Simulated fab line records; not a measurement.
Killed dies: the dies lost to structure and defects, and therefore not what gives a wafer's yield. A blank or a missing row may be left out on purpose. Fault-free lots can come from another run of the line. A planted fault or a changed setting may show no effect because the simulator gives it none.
Which tool did it? ; flow n5 finfet ; 11 lots with 28 wafers sampled at 3 steps, on a route of 1938 steps

== WHAT THE GAUGES READ, wafer by wafer ==
N5_BEOL_M14_THK_MEAS_50: measures by xrf.
lot;measured;on;M14_THK (nm)
L940;day 13 16:10;film metro-01;585 546 584
L938;day 14 02:31;film metro-02;551 570
L939;day 14 03:40;film metro-01;575 559 578
L944;day 14 18:19;film metro-02;537 541 569
L942;day 15 03:28;film metro-01;528 536 573
L946;day 15 17:01;film metro-01;549 574 550
L950;day 16 09:49;film metro-01;579 559 584
L949;day 16 13:56;film metro-02;543 569 526
L953;day 17 02:08;film metro-01;557 556 579
L952;day 19 16:28;film metro-02;949
L958;day 19 23:37;film metro-02;1003

== WHICH TOOL RAN EACH LOT (tool, then ch and the chambers of the sampled wafers, then the start) ==
lot;N5_BEOL_M14_STRIP_64;N5_BEOL_M14_CMP_49
L940;rie diel-04 ch 0,3, day 13 11:26 or earlier;cmp-03 ch 0,1,2, day 13 15:53
L938;rie diel-01 ch 1,3, day 13 18:58 or earlier;cmp-01 ch 1,3, day 14 02:17
L939;rie diel-04 ch 1,2, day 13 20:51 or earlier;cmp-01 ch 0,3, day 14 03:22
L944;rie diel-04 ch 0,1,3, day 14 14:25 or earlier;cmp-03 ch 0,1, day 14 18:01
L942;rie diel-04 ch 0,2,3, day 14 23:30 or earlier;cmp-01 ch 0,2, day 15 03:13
L946;rie diel-05 ch 0,3, day 15 12:51 or earlier;cmp-01 ch 1,2, day 15 16:43
L950;rie diel-05 ch 2,3, day 16 06:08 or earlier;cmp-01 ch 0,1, day 16 09:31
L949;rie diel-01 ch 0,1,3, day 16 11:02 or earlier;cmp-01 ch 0,1,2, day 16 13:38
L953;rie diel-05 ch 0,2,3, day 16 21:04 or earlier;cmp-01 ch 2,3, day 17 01:50
L952;rie diel-01 ch 2, day 18 21:34 or earlier;cmp-01 ch 1, day 19 16:11
L958;rie diel-01 ch 0, day 19 18:52 or earlier;cmp-01 ch 1, day 19 23:19
- N5_BEOL_M14_STRIP_64: strips in O2.
- N5_BEOL_M14_CMP_49: polishes, stops on SiO2, t overpolish 5.2 s, target thk 560 nm.

== THE ANSWER, worked out from the rows above alone ==
Rule: the usual values come from the lots themselves. The widest of any qualifying gaps counts: lots, ordered by their means at a reading, are off when they make up no more than a third of the lots, leave a main group of 4 or more, and stand apart from it by 3 or more times the standard deviation of that group's means. A main group is skipped when, at the precision printed for the reading in the tables above, its means are all equal. Also off: a lot with no number at a reading for which 4 or more lots have one. The other lots that the step has rows for count as sound.
Off: L952, L958, at N5_BEOL_M14_THK_MEAS_50 (M14_THK). The main group has a mean of 560 nm with a standard deviation of 10.
If a tool, at a process step before that reading, ran all the lots that are off and no sound lot after the first of them, it fits. Those tools and the gauges at N5_BEOL_M14_THK_MEAS_50 are tried in the same way. N5_BEOL_M14_STRIP_64: start missing for some lots; hours and lot order therefore follow N5_BEOL_M14_CD_MEAS_28. Can't be told from this: 3 tools fit, rie diel-01 at N5_BEOL_M14_STRIP_64, cmp-01 at N5_BEOL_M14_CMP_49, film metro-02 at N5_BEOL_M14_THK_MEAS_50.

== WHAT THE SIMULATOR HAD INSERTED ==
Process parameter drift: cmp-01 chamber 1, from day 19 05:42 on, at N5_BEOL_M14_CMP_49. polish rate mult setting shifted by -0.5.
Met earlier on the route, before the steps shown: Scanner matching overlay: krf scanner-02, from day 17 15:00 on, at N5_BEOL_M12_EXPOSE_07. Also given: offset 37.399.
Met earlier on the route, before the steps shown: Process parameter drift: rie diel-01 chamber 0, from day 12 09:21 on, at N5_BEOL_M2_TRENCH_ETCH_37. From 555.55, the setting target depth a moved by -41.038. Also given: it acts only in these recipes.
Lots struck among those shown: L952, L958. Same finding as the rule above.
